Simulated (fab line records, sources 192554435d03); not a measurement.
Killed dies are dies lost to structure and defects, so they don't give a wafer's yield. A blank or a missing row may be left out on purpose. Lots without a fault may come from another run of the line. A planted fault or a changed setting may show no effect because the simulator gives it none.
Split-lot experiment | flow n5_finfet | 7 lots, 21 wafers read, on a route of 1938 steps

THE SPLIT
At N5_BEOL_M0_SAQP_ETCH_88 (etches underlayer in N2/H2, target depth 6.5 nm, time 5.2 s), the setting source_w was moved away from the recipe's 840 W on 7 of the 21 wafers read, by +6.3% to +15.1%. The other wafers ran this setting at the recipe's value.

The reading is taken at the split's own step.

THE READING
rf_vpp_V, in V, at N5_BEOL_M0_SAQP_ETCH_88 (etches underlayer in N2/H2, target depth 6.5 nm, time 5.2 s). Fault-free wafers of this fab line usually give 524.4 V, standard deviation 2.6 V.

wafer  | tool, chamber at the split | source_w as run, W | against the recipe | rf_vpp_V, V | against lot-mates on the recipe
L074.1 | rie_diel-06, 2             | 917.1              | +9.2%              | 512.6       | -14.0
L074.2 | rie_diel-06, 3             | 840                | recipe             | 526.6       | -
L074.6 | rie_diel-06, 0             | 917.1              | +9.2%              | 510.0       | -16.6
L078.2 | rie_diel-01, 2             | 898.7              | +7.0%              | 515.2       | -7.5
L078.3 | rie_diel-01, 1             | 898.7              | +7.0%              | 508.3       | -14.4
L078.4 | rie_diel-01, 0             | 840                | recipe             | 522.7       | -
L080.1 | rie_diel-01, 0             | 840                | recipe             | 523.5       | -
L080.3 | rie_diel-01, 3             | 840                | recipe             | 522.8       | -
L080.4 | rie_diel-01, 2             | 840                | recipe             | 526.8       | -
L081.2 | rie_diel-06, 3             | 892.8              | +6.3%              | 512.0       | -11.4
L081.4 | rie_diel-06, 3             | 840                | recipe             | 523.4       | -
L081.5 | rie_diel-06, 2             | 892.8              | +6.3%              | 517.2       | -6.2
L089.1 | rie_diel-06, 1             | 840                | recipe             | 525.4       | -
L089.2 | rie_diel-06, 0             | 840                | recipe             | 524.9       | -
L089.3 | rie_diel-06, 3             | 840                | recipe             | 526.7       | -
L091.2 | rie_diel-03, 1             | 840                | recipe             | 520.6       | -
L091.4 | rie_diel-03, 2             | 840                | recipe             | 525.4       | -
L091.5 | rie_diel-03, 2             | 840                | recipe             | 526.1       | -
L093.1 | rie_diel-06, 1             | 840                | recipe             | 523.8       | -
L093.2 | rie_diel-06, 3             | 967                | +15.1%             | 499.6       | -25.9
L093.4 | rie_diel-06, 0             | 840                | recipe             | 527.3       | -

THE FIT
A straight line over all 21 wafers: rf_vpp_V changes by -1.63 V for each +1% of source_w; r = -0.96; the points scatter about the line by 2.3 V.
The same after taking each lot's own level away (the mean of its wafers on the recipe; 21 wafers): -1.65 V for each +1%; r = -0.96; scatter 2.1 V.
On that fit, the largest move of source_w shifts the reading by 25 V.
The lots' own levels span 522.70 to 526.60 V, that is 1.5 times the standard deviation above.
So the lot-to-lot level changes the slope little: the two slopes agree.
Check: with one of the wafers moved furthest among these (+15.1%) left out of the fit, the line predicts -23.9 V for it against its lot-mates. It came out at -25.9 V against them.
Tool readings at the split's step, against how far the setting was moved: rf_vpp_V r = -0.96.

OTHER SPLITS ON THESE WAFERS
These wafers also went through other splits before the reading. Each is held against what the fit with the lots' levels taken away leaves over:
other split on the same wafers        | wafers away from the commonest value | r with rf_vpp_V (lot level and that fit taken away)
N5_MOL_CONTACT_COAG_COAT_02 spin_rpm  | 10                                   | +0.22
N5_MOL_CONTACT_COAG_ALD_27 ald_cycles | 6                                    | +0.30
N5_MOL_CONTACT_COAG_COAT_76 spin_rpm  | 12                                   | +0.22
N5_MOL_CONTACT_COAG_DESCUM_45 time_s  | 5                                    | +0.14
N5_BEOL_M0_SAQP_DESCUM_45 time_s      | 7                                    | +0.03

THE FILE'S OWN FIT
rf_vpp_V changes by -1.66 V for each +1% of source_w, r = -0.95.
